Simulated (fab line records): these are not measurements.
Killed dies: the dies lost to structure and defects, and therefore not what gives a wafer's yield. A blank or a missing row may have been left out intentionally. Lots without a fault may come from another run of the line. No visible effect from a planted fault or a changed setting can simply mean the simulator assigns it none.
fab line records    flow n5Finfet    part 2 of 2: steps 4 to 6 of 6
[record] lots = 23  wafers = 69  lastDay = 18
route steps=1938 shown BEOL_M7@1331 BEOL_M8@1348
lots that met no fault: from a run of the same line without faults
startH: hours from the record's first day to the start of the lot's first wafer shown    waitH: how many hours have passed since the lot's step before this one    " same as the row above    L1.1+2: a single row standing in for several wafers    - no value, or no start was given    * or withheld: withheld    < > ~ a bound
route shown NAME@n: NAME is a module with steps in the file, n the number in the route of the first one    usual: mean and standard deviation over wafers with no fault    same: alike in all rows    chamber/n: place in a boat    sites: per-site readings    _std_site: standard deviation of those values    _edge_site: inner sites' mean taken away from outer sites' mean    radiusMm: for every site, how far away it sits from the centre of the wafer    mask NAME#n: copy n    behind: the tool/chamber that last shaped the wafer    hold: the reason the lot was held/the length of the hold in hours/how it ended    device: the n, p or np transistor that did not switch    end of line: tests run on the same wafers once the route is complete    a step given without rows: its recipe and nothing more    killed: count of dies lost to structure and defects at first sort (not the wafer's yield)    map: per-die view of a wafer (x killed, . not killed, _ where there is no die)
set.NAME: the run value of the setting; set.NAME@STEP: its run value at that earlier step    model.NAME: the simulator's own value behind a step, which no gauge read
a sample of lots followed through the steps of the route, with each step as a table and each wafer as a row
services: a tool's chamber out of use, with start hour (startH, from the record's first day; less than 0 if before it), hours out, and reason
[[steps]]
[step N5_BEOL_M8_DESCUM_33]
[recipe] chemistry = O2  timeS = 7  sourcePowerW = 50  biasPowerW = 20  pressureMtorr = 20  rfFrequencyHz = 2.712e+07  tempC = 40  resist = CAR-EUV  o2FlowSccm = 225
[usual] biasPowerW = 20.01/0.061  drypumpMotorCurrentA = 5.4/0.4  oesProductAu = 0.80/0.074  rfFwdPowerW = 49.23/0.25  rfVppV = 243.7/1.2  showerheadPlenumPTorr = 2.13/0.063  throttleValvePct = 20.41/0.25
[same] timeS = 7
lot.wafer  tool        chamber  startH  waitH  biasPowerW  drypumpMotorCurrentA  oesProductAu  rfFwdPowerW  rfHoursCounterH  rfVppV  showerheadPlenumPTorr  throttleValvePct
L074.1     rieDiel-01  3        196.31  0.0    20.06       5.7                   0.77          49.36        123              243.5   2.11                   20.75
L074.2     "           2        "       "      20.06       5.2                   0.81          48.93        90               243.0   2.09                   19.90
L074.3     "           1        "       "      19.99       5.7                   0.88          49.05        32               245.2   2.22                   20.64
L075.1     rieDiel-01  2        202.74  0.4    19.99       5.2                   0.80          48.68        95               243.3   2.09                   19.93
L075.4     "           1        "       "      20.02       5.7                   0.88          49.19        -                246.2   2.22                   20.63
L075.6     "           3        "       "      20.07       5.7                   0.76          49.14        -                243.3   2.10                   20.76
L077.4     rieDiel-01  1        214.84  0.1    20.11       5.7                   0.87          49.42        41               244.1   2.22                   20.65
L077.5     "           0        "       "      20.05       6.0                   1.02          49.65        -                245.0   2.21                   20.08
L077.6     "           1        "       "      19.97       5.7                   0.87          49.24        -                243.9   2.22                   20.66
L076.3     rieDiel-05  1        216.61  0.0    19.89       5.6                   0.76          48.82        150              243.9   2.22                   20.24
L076.4     "           2        "       "      20.04       5.2                   0.98          49.54        3                245.4   2.15                   20.09
L076.5     "           2        "       "      19.98       5.2                   0.99          49.37        -                243.3   2.15                   20.09
L079.1     rieDiel-05  0        224.41  0.0    19.99       5.4                   0.86          49.37        70               243.3   2.02                   20.50
L079.2     "           1        "       "      20.05       5.6                   0.75          49.03        153              245.0   2.22                   20.25
L079.3     "           3        "       "      20.08       5.1                   0.82          48.99        98               244.2   2.12                   20.62
L078.2     rieDiel-02  3        231.70  0.0    20.08       5.2                   0.73          49.15        146              244.1   2.11                   20.59
L078.4     "           0        "       "      19.96       4.9                   0.76          49.31        167              242.5   2.09                   20.40
L078.5     "           3        "       "      20.07       5.2                   0.73          49.27        -                243.0   2.11                   20.57
L080.2     rieDiel-02  3        241.38  0.1    19.95       5.2                   0.73          49.53        149              242.6   2.11                   20.58
L080.4     "           0        "       "      19.95       4.9                   0.76          49.26        171              241.9   2.08                   20.40
L080.5     "           0        "       "      19.98       4.9                   0.76          49.43        -                243.6   2.08                   20.41
L083.1     rieDiel-05  1        245.21  0.4    20.04       5.6                   0.74          48.84        162              245.6   2.22                   20.25
L083.3     "           3        "       "      19.90       5.1                   0.81          49.18        106              244.1   2.12                   20.65
L083.4     "           2        "       "      20.06       5.1                   0.95          49.34        11               243.5   2.15                   20.09
L081.2     rieDiel-05  3        246.91  0.0    20.05       5.1                   0.82          49.33        107              242.3   2.12                   20.65
L081.3     "           0        "       "      20.13       5.4                   0.84          48.92        80               242.0   2.02                   20.47
L081.5     "           2        "       "      19.92       5.2                   0.96          49.00        -                243.7   2.15                   20.10
L082.1     rieDiel-02  0        254.27  0.0    20.09       4.9                   0.76          49.54        176              243.5   2.08                   20.42
L082.4     "           2        "       "      20.05       6.4                   0.84          49.57        77               245.4   2.18                   20.23
L082.6     "           2        "       "      19.98       6.4                   0.83          49.16        -                245.3   2.18                   20.25
L084.1     rieDiel-05  2        265.28  0.0    19.98       5.2                   0.94          49.37        17               244.3   2.14                   20.12
L084.4     "           2        "       "      20.04       5.2                   0.93          49.23        -                243.0   2.14                   20.12
L084.6     "           1        "       "      19.86       5.6                   0.74          48.76        -                244.3   2.22                   20.27
L085.1     rieDiel-02  2        276.51  0.0    20.04       6.3                   0.82          49.22        85               245.8   2.18                   20.26
L085.2     "           3        "       "      20.05       5.2                   0.73          49.54        162              242.5   2.10                   20.59
L085.3     "           0        "       "      19.93       4.8                   0.75          49.67        183              242.9   2.08                   20.41
L086.3     rieDiel-01  2        283.62  0.5    20.03       5.2                   0.77          48.98        126              244.9   2.08                   19.97
L086.4     "           3        "       "      20.03       5.7                   0.73          49.27        159              241.8   2.09                   20.80
L086.6     "           2        "       "      20.07       5.2                   0.77          48.77        -                243.2   2.08                   19.96
L089.2     rieDiel-05  0        291.08  0.0    19.95       5.4                   0.83          48.98        95               242.6   2.01                   20.52
L089.4     "           2        "       "      19.93       5.2                   0.91          49.25        25               246.2   2.14                   20.13
L089.5     "           1        "       "      19.99       5.6                   0.74          49.15        -                246.0   2.21                   20.30
L088.3     rieDiel-01  0        299.85  0.0    20.02       6.0                   0.91          49.66        26               245.6   2.20                   20.13
L088.4     "           2        "       "      20.03       5.2                   0.77          49.13        -                243.0   2.08                   19.98
L088.5     "           3        "       "      20.09       5.7                   0.74          49.16        -                244.0   2.09                   20.81
L090.1     rieDiel-02  1        311.71  0.1    20.11       5.0                   0.76          49.52        142              242.9   2.21                   20.59
L090.2     "           3        "       "      20.03       5.2                   0.71          49.59        173              241.8   2.10                   20.61
L090.3     "           2        "       "      20.03       6.3                   0.80          49.29        96               245.4   2.18                   20.27
L091.1     rieDiel-05  2        317.46  0.0    19.88       5.2                   0.90          49.37        33               243.6   2.14                   20.14
L091.5     "           2        "       "      19.92       5.2                   0.90          49.07        -                243.1   2.14                   20.15
L091.6     "           3        "       "      19.98       5.1                   0.80          49.36        -                243.5   2.11                   20.67
L093.2     rieDiel-05  0        325.73  0.1    20.01       5.4                   0.82          49.11        104              243.1   2.01                   20.54
L093.4     "           2        "       "      19.99       5.2                   0.90          49.28        36               243.3   2.14                   20.12
L093.6     "           2        "       "      19.89       5.2                   0.89          49.20        -                244.0   2.14                   20.14
L094.2     rieDiel-05  1        328.23  0.0    20.03       5.6                   0.74          48.89        187              245.4   2.21                   20.31
L094.3     "           2        "       "      19.90       5.2                   0.91          49.36        36               244.6   2.14                   20.12
L094.5     "           0        "       "      20.10       5.4                   0.82          48.96        -                241.8   2.01                   20.53
L095.1     rieDiel-02  2        334.79  0.0    19.98       6.3                   0.80          49.47        104              243.6   2.17                   20.29
L095.4     "           0        "       "      20.03       4.8                   0.72          49.24        204              241.3   2.07                   20.45
L095.6     "           3        "       "      19.99       5.2                   0.70          49.26        -                243.1   2.10                   20.64
L092.1     rieDiel-02  0        344.97  0.3    20.01       4.9                   0.72          49.34        208              243.6   2.07                   20.46
L092.3     "           1        "       "      19.96       4.9                   0.73          49.70        155              244.6   2.20                   20.62
L092.4     "           2        "       "      20.10       6.4                   0.78          49.51        107              246.2   2.17                   20.29
L096.1     rieDiel-02  0        350.51  0.0    19.99       4.9                   0.73          49.50        210              242.9   2.07                   20.46
L096.4     "           2        "       "      20.02       6.4                   0.78          49.52        110              245.9   2.17                   20.30
L096.6     "           3        "       "      19.99       5.2                   0.70          49.32        -                243.1   2.09                   20.65
L097.2     rieDiel-05  2        367.48  0.0    19.93       5.2                   0.87          49.04        50               244.9   2.13                   20.15
L097.5     "           3        "       "      20.02       5.1                   0.77          49.19        -                243.1   2.11                   20.69
L097.6     "           2        "       "      20.03       5.2                   0.87          48.94        -                243.2   2.13                   20.16
[step N5_BEOL_M8_OCD_MEAS_38]
[usual] trenchDepthNm = 93.4/2.3
lot.wafer  tool    chamber  startH  waitH  trenchDepthNm
L074.1     ocd-01  -        196.73  -      91.4
L074.2     "       -        "       "      90.2
L074.3     "       -        "       "      94.5
L075.1     ocd-01  -        203.17  -      89.8
L075.4     "       -        "       "      94.3
L075.6     "       -        "       "      91.3
L077.4     ocd-02  -        215.28  -      95.1
L077.5     "       -        "       "      96.6
L077.6     "       -        "       "      94.4
L076.3     ocd-01  -        217.04  -      94.3
L076.4     "       -        "       "      94.9
L076.5     "       -        "       "      95.9
L079.1     ocd-02  -        224.84  -      96.8
L079.2     "       -        "       "      94.4
L079.3     "       -        "       "      93.1
L078.2     ocd-01  -        232.13  -      94.7
L078.4     "       -        "       "      92.7
L078.5     "       -        "       "      95.3
L080.2     ocd-02  -        241.81  -      94.1
L080.4     "       -        "       "      92.6
L080.5     "       -        "       "      93.5
L083.1     ocd-01  -        245.64  -      94.2
L083.3     "       -        "       "      92.0
L083.4     "       -        "       "      92.9
L081.2     ocd-02  -        247.34  -      93.0
L081.3     "       -        "       "      97.2
L081.5     "       -        "       "      93.9
L082.1     ocd-02  -        254.69  -      94.9
L082.4     "       -        "       "      93.0
L082.6     "       -        "       "      93.9
L084.1     ocd-01  -        265.71  -      93.9
L084.4     "       -        "       "      93.6
L084.6     "       -        "       "      94.5
L085.1     ocd-02  -        276.94  -      91.2
L085.2     "       -        "       "      94.6
L085.3     "       -        "       "      93.6
L086.3     ocd-02  -        284.05  -      91.4
L086.4     "       -        "       "      91.7
L086.6     "       -        "       "      89.6
L089.2     ocd-02  -        291.51  -      97.4
L089.4     "       -        "       "      94.6
L089.5     "       -        "       "      95.1
L088.3     ocd-01  -        300.29  -      95.7
L088.4     "       -        "       "      89.7
L088.5     "       -        "       "      91.6
L090.1     ocd-02  -        312.14  -      89.2
L090.2     "       -        "       "      96.2
L090.3     "       -        "       "      93.2
L091.1     ocd-02  -        317.89  -      95.2
L091.5     "       -        "       "      94.2
L091.6     "       -        "       "      93.3
L093.2     ocd-01  -        326.16  -      96.4
L093.4     "       -        "       "      93.8
L093.6     "       -        "       "      93.6
L094.2     ocd-02  -        328.66  -      93.2
L094.3     "       -        "       "      95.2
L094.5     "       -        "       "      96.7
L095.1     ocd-02  -        335.22  -      92.7
L095.4     "       -        "       "      93.1
L095.6     "       -        "       "      95.7
L092.1     ocd-01  -        345.40  -      93.9
L092.3     "       -        "       "      87.3
L092.4     "       -        "       "      92.5
L096.1     ocd-01  -        350.94  -      93.3
L096.4     "       -        "       "      91.5
L096.6     "       -        "       "      96.4
L097.2     ocd-02  -        367.91  -      95.5
L097.5     "       -        "       "      93.7
L097.6     "       -        "       "      94.8
[step N5_BEOL_M8_CMP_52]
[recipe] stopOn = SiCOH_lowk  tOverpolishS = 6.9  downForcePsi = 1  platenRpm = 50  clearingPlatenDownForcePsi = 1.5  clearingPlatenRpm = 50  postCmpClean = cuAlkaline  targetThkNm = 80  clearingPlatenPadVelocityMS = 0.99484  padVelocityMS = 0.99484
[usual] barrierFieldEndpointS = 28.7/0.9  clearingPlatenRpm = 50.002/0.024  motorCurrentA = 6.1/0.56  overpolishRunS = 6.901/0.0091  timeToEndpointS = 62/3.9
lot.wafer  tool    chamber  startH  waitH  barrierFieldEndpointS  clearingPlatenRpm  motorCurrentA  overpolishRunS  timeToEndpointS
L074.2     cmp-03  1        200.34  0.5    27.8                   50.017             6.0            6.906           59
L074.3     "       3        "       "      28.7                   49.995             6.5            6.904           60
L074.1     "       0        "       "      27.2                   49.967             7.4            6.894           62
L075.4     cmp-02  1        207.50  0.2    29.6                   50.028             6.5            6.899           65
L075.1     "       3        "       "      29.2                   50.060             5.5            6.915           62
L075.6     "       0        "       "      29.3                   50.012             6.6            6.894           68
L077.4     cmp-04  0        217.50  0.1    29.1                   49.992             5.4            6.888           63
L077.5     "       0        "       "      29.8                   49.937             5.5            6.892           60
L077.6     "       1        "       "      29.1                   50.011             7.0            6.898           62
L076.4     cmp-02  1        220.16  0.2    28.2                   49.998             6.4            6.899           59
L076.3     "       3        "       "      27.9                   50.005             5.2            6.898           58
L076.5     "       1        "       "      28.1                   50.042             6.8            6.900           57
L079.3     cmp-02  3        226.92  0.2    27.5                   49.993             5.3            6.906           54
L079.2     "       0        "       "      27.5                   50.029             6.5            6.902           58
L079.1     "       2        "       "      29.1                   49.981             5.8            6.912           66
L078.4     cmp-04  3        234.63  0.2    28.9                   49.968             6.0            6.911           61
L078.2     "       0        "       "      27.5                   50.001             5.5            6.887           58
L078.5     "       1        "       "      29.4                   50.003             6.5            6.892           59
L080.4     cmp-04  2        245.34  0.2    30.0                   50.012             5.2            6.881           65
L080.2     "       3        "       "      28.6                   50.012             6.2            6.885           61
L080.5     "       0        "       "      28.6                   50.028             5.9            6.897           62
L083.3     cmp-02  3        247.37  0.2    28.7                   49.995             5.4            6.901           59
L083.4     "       0        "       "      28.2                   49.965             7.2            6.902           59
L083.1     "       2        "       "      30.1                   50.026             6.1            6.910           68
L081.3     cmp-03  1        250.53  0.2    27.4                   49.983             5.8            6.906           61
L081.2     "       2        "       "      28.8                   50.005             6.1            6.899           67
L081.5     "       0        "       "      28.6                   49.997             7.4            6.919           64
L082.1     cmp-04  3        256.67  0.3    28.5                   50.040             6.2            6.902           59
L082.4     "       1        "       "      29.2                   49.981             6.3            6.900           60
L082.6     "       2        "       "      30.1                   49.990             5.2            6.906           64
L084.4     cmp-04  0        269.89  0.1    28.9                   50.028             5.6            6.896           61
L084.1     "       2        "       "      29.1                   50.019             5.0            6.906           64
L084.6     "       1        "       "      28.7                   49.974             6.4            6.909           62
L085.1     cmp-02  0        279.44  0.4    27.0                   49.976             6.7            6.903           56
L085.3     "       2        "       "      29.0                   50.030             6.1            6.895           66
L085.2     "       3        "       "      26.8                   50.022             5.2            6.891           54
L086.3     cmp-02  1        287.99  0.2    28.2                   50.029             6.5            6.905           59
L086.4     "       3        "       "      27.9                   50.000             5.3            6.899           55
L086.6     "       1        "       "      28.9                   50.005             6.2            6.902           60
L089.2     cmp-04  1        293.87  0.2    27.4                   50.002             6.7            6.897           57
L089.4     "       3        "       "      27.3                   50.003             6.4            6.903           57
L089.5     "       0        "       "      27.1                   50.032             5.6            6.904           56
L088.4     cmp-03  2        302.53  0.1    29.6                   50.033             6.4            6.907           66
L088.3     "       1        "       "      28.0                   49.998             5.7            6.901           61
L088.5     "       2        "       "      29.6                   50.007             6.7            6.899           66
L090.2     cmp-04  0        315.81  0.2    27.6                   49.970             5.5            6.916           58
L090.1     "       1        "       "      29.1                   50.031             6.3            6.895           63
L090.3     "       2        "       "      28.5                   50.001             5.2            6.903           63
L091.1     cmp-02  2        320.77  0.3    29.9                   50.023             6.0            6.904           66
L091.5     "       2        "       "      31.1                   49.963             6.1            6.886           69
L091.6     "       3        "       "      28.1                   50.010             5.4            6.916           59
L093.4     cmp-04  3        329.60  0.2    28.8                   50.013             6.4            6.910           63
L093.2     "       0        "       "      27.0                   49.981             5.6            6.870           57
L093.6     "       2        "       "      29.0                   50.029             5.1            6.908           64
L094.2     cmp-04  3        330.88  0.3    28.6                   50.014             6.2            6.897           61
L094.3     "       0        "       "      28.1                   50.018             5.5            6.900           59
L094.5     "       2        "       "      29.0                   50.026             5.6            6.898           65
L095.1     cmp-04  0        337.81  0.3    27.3                   49.992             5.8            6.905           59
L095.4     "       1        "       "      27.5                   49.995             6.6            6.902           59
L095.6     "       0        "       "      27.7                   50.019             5.3            6.892           54
L092.1     cmp-04  2        348.36  0.3    29.9                   49.983             5.2            6.903           64
L092.4     "       3        "       "      28.8                   49.966             6.5            6.893           59
L092.3     "       0        "       "      27.1                   50.021             5.4            6.895           53
L096.1     cmp-02  3        352.67  0.3    28.2                   49.977             5.5            6.900           59
L096.4     "       0        "       "      30.1                   49.957             6.7            6.903           63
L096.6     "       2        "       "      30.3                   49.995             5.6            6.909           69
L097.2     cmp-03  3        369.83  0.3    29.9                   50.008             6.7            6.895           66
L097.6     "       1        "       "      29.0                   49.986             5.7            6.904           62
L097.5     "       2        "       "      30.3                   49.992             6.1            6.902           67
[[services]]
tool         chamber  startH  hours  kind
rieDiel-02   1        170.92  3.2    repair
cmp-02       -        173.98  0.5    repair
rieDiel-05   2        185.33  -      clean
cmp-02       -        191.17  9.8    repair
cmp-04       -        199.06  17.2   pm
rieDiel-02   -        201.05  2.8    pm
cmp-04       -        224.79  1.5    repair
cmp-02       -        239.41  4.0    pm
cmp-03       -        251.27  4.0    pm
cmp-02       -        263.19  4.4    pm
cmp-04       -        263.30  0.7    repair
rieDiel-05   3        264.39  4.8    repair
cmp-03       -        272.64  0.3    repair
rieMetal-01  -        272.73  0.1    repair
rieDiel-05   -        272.79  2.8    pm
cmp-04       -        285.55  4.0    pm
rieDiel-01   1        293.56  7.0    repair
rieDiel-05   0        301.41  5.1    repair
rieMetal-02  -        307.13  0.8    repair
rieDiel-02   2        322.94  2.0    repair
cmp-03       -        332.55  0.6    repair
cmp-03       -        335.14  7.4    pm
rieMetal-03  1        354.96  15.2   repair
rieDiel-05   0        366.04  5.1    repair
